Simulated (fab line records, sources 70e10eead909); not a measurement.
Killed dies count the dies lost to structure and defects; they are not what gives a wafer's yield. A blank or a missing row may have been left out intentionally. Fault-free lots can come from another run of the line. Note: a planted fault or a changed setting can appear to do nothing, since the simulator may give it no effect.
Chamber matching | flow nand harc | NHARC_A_STAIRCASE_TRIM_196 on rie diel-13: 4 sister chambers
The step chemistry O2, time 211.2 s. 8 wafers are shown with their chamber, then 7 later ones without.

WAFERS WITH THEIR CHAMBER
wafer  | chamber | drypump motor current A (A) | showerhead plenum p Torr (Torr)
L079.5 | 3       | 5.0                         | 3.65
L080.2 | 2       | 5.8                         | 3.37
L080.5 | 3       | 5.0                         | 3.65
L085.2 | 0       | 6.5                         | 3.35
L085.5 | 1       | 5.2                         | 3.48
L085.6 | 2       | 5.8                         | 3.36
L088.3 | 1       | 5.2                         | 3.47
L088.4 | 0       | 6.4                         | 3.34

WAFERS MISSING THEIR CHAMBER
wafer  | drypump motor current A (A) | showerhead plenum p Torr (Torr)
L088.6 | 6.5                         | 3.34
L092.2 | 5.2                         | 3.47
L092.4 | 5.7                         | 3.35
L092.6 | 5.2                         | 3.47
L093.1 | 6.5                         | 3.33
L093.5 | 5.0                         | 3.62
L093.6 | 5.8                         | 3.34

CHAMBER TAKEN BY EACH
wafer  | from the rows above | in truth
L088.6 | 0                   | 0
L092.2 | 1                   | 1
L092.4 | 2                   | 2
L092.6 | 1                   | 1
L093.1 | 0                   | 0
L093.5 | 3                   | 3
L093.6 | 2                   | 2
Correctly placed: 7 of 7. Number that these rows cannot place: 0. Number placed wrongly: 0.
How it was worked out, from the rows above alone: a wafer's distance from a chamber is the root of the sum, over the readings, of the square of ((its reading less the chamber's mean) divided by the reading's scatter). If the next closest chamber is less than 2 further off than the closest, the wafer can't be placed; otherwise it belongs to the closest. For every chamber, the mean is computed from those of its wafers that are shown. How the scatter is found: for the shown wafers, subtract from each reading the mean of its chamber, square and add these, divide the total by (wafers less chambers), then take the root.
